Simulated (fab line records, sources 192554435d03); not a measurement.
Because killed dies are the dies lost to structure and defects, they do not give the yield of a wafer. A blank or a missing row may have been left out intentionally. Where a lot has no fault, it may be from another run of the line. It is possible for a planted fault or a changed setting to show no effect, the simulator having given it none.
Lot-split experiment -- flow n5 finfet -- 39 wafers read across 7 lots, on a route 1938 steps long

## THE SPLIT ITSELF
At N5_MOL_CONTACT_COAG_ETCH_91 (etches SOC in N2/H2, target depth 60 nm, overetch 21 nm, time 101.2 s), the setting time s was moved away from the recipe's 101.2 s on 12 of the 39 wafers read, by -17.6% to +22.1%. This setting was run at the recipe's value on the other wafers.

The reading comes from the split's own step.

## THE READING
SiARC_of_MOL_CONTACT_COAG_COAT_76.thk nm (the simulator's own value, which no gauge read), in nm, at N5_MOL_CONTACT_COAG_ETCH_91 (etches SOC in N2/H2, target depth 60 nm, overetch 21 nm, time 101.2 s). The file gives no usual value for it. Here, 27 wafers ran the recipe; their average is 5.8 nm with a standard deviation of 0.1 nm.

wafer,"tool, chamber at the split","time s as run, s",against the recipe,"SiARC_of_MOL_CONTACT_COAG_COAT_76.thk nm, nm",against lot-mates on the recipe
L076.1,"rie diel-02, 1,3,2",83.43,-17.6%,6.6,+0.7
L076.3,"rie diel-02, 1,3,2",83.43,-17.6%,6.6,+0.7
L076.4,"rie diel-02, 1,3,2",83.43,-17.6%,6.6,+0.7
L076.2,"rie diel-02, 0,1",101.2,recipe,6,-
L076.5,"rie diel-02, 0,1",101.2,recipe,6,-
L076.6,"rie diel-02, 2",101.2,recipe,5.8,-
L079.1,"rie diel-03, 2,1,3",123.6,+22.1%,4.8,-0.9
L079.4,"rie diel-03, 2,1,3",123.6,+22.1%,4.8,-0.9
L079.6,"rie diel-03, 2,1,3",123.6,+22.1%,4.8,-0.9
L079.2,"rie diel-03, 3,2",101.2,recipe,5.8,-
L079.5,"rie diel-03, 3,2",101.2,recipe,5.8,-
L079.3,"rie diel-03, 0",101.2,recipe,5.6,-
L082.2,"rie diel-06, 3,1",101.2,recipe,5.8,-
L082.3,"rie diel-06, 3,1",101.2,recipe,5.8,-
L082.6,"rie diel-06, 0",101.2,recipe,6,-
L084.1,"rie diel-06, 3,0,1,0",101.2,recipe,5.8,-
L084.2,"rie diel-06, 3,0,1,0",101.2,recipe,5.8,-
L084.5,"rie diel-06, 3,0,1,0",101.2,recipe,5.8,-
L084.6,"rie diel-06, 3,0,1,0",101.2,recipe,5.8,-
L084.3,"rie diel-06, 2",101.2,recipe,6,-
L084.4,"rie diel-06, 1",101.2,recipe,5.6,-
L093.1,"rie diel-06, 0",108.8,+7.5%,5.6,-0.3
L093.2,"rie diel-06, 2,0",101.2,recipe,6,-
L093.5,"rie diel-06, 2,0",101.2,recipe,6,-
L093.3,"rie diel-06, 3",101.2,recipe,5.8,-
L093.4,"rie diel-06, 1",108.8,+7.5%,5.4,-0.5
L093.6,"rie diel-06, 1",108.8,+7.5%,5.4,-0.5
L094.1,"rie diel-03, 3,2,2",101.2,recipe,5.8,-
L094.3,"rie diel-03, 3,2,2",101.2,recipe,5.8,-
L094.5,"rie diel-03, 3,2,2",101.2,recipe,5.8,-
L094.2,"rie diel-03, 0,1,1",116.6,+15.2%,5.2,-0.6
L094.4,"rie diel-03, 0,1,1",116.6,+15.2%,5.2,-0.6
L094.6,"rie diel-03, 0,1,1",116.6,+15.2%,5.2,-0.6
L096.1,"rie diel-03, 0,1,3,2,2,3",101.2,recipe,5.8,-
L096.2,"rie diel-03, 0,1,3,2,2,3",101.2,recipe,5.8,-
L096.3,"rie diel-03, 0,1,3,2,2,3",101.2,recipe,5.8,-
L096.4,"rie diel-03, 0,1,3,2,2,3",101.2,recipe,5.8,-
L096.5,"rie diel-03, 0,1,3,2,2,3",101.2,recipe,5.8,-
L096.6,"rie diel-03, 0,1,3,2,2,3",101.2,recipe,5.8,-
Where a row lists several chambers, the file gives one row for several wafers and doesn't say which wafer went through which chamber.

FIT RESULTS
A straight line over all 39 wafers: SiARC_of_MOL_CONTACT_COAG_COAT_76.thk nm changes by -0.0447 nm for each +1% of time s; r = -0.97; the points scatter about the line by 0.096 nm.
The same after taking each lot's own level away (the mean of its wafers on the recipe; 39 wafers): -0.041 nm for each +1%; r = -0.97; scatter 0.089 nm.
On that fit, the largest move of time s shifts the reading by 0.91 nm.
The span of the lots' own levels, 5.73 to 5.93 nm, comes to 1.9 times the standard deviation stated above.
Consequently the slope shifts little with the lot-to-lot level, the two slopes agreeing.
Check: with one of the wafers moved furthest among these (+22.1%) left out of the fit, the line predicts -0.923 nm for it against its lot-mates. Against them it came out at -0.933 nm.

## OTHER SPLITS APPLIED TO THESE WAFERS
Before the reading, these wafers also passed through other splits. Each is held against what the fit with the lots' levels taken away leaves over:
other split on the same wafers,wafers away from the commonest value,r with SiARC_of_MOL_CONTACT_COAG_COAT_76.thk nm (lot level and that fit taken away)
N5_WELL_APT_EPI_41 time s,12,+0.26
N5_DUMMY_GATE_ETCH_32 time s,12,-0.01
N5_SD_EPI_N_EPI_21 temp c,9,-0.09
N5_SD_EPI_P_ETCHBACK_46 target depth a,12,-0.09

## THE FILE'S OWN FIT
SiARC_of_MOL_CONTACT_COAG_COAT_76.thk nm changes by -0.0414 nm for each +1% of time s, r = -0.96.
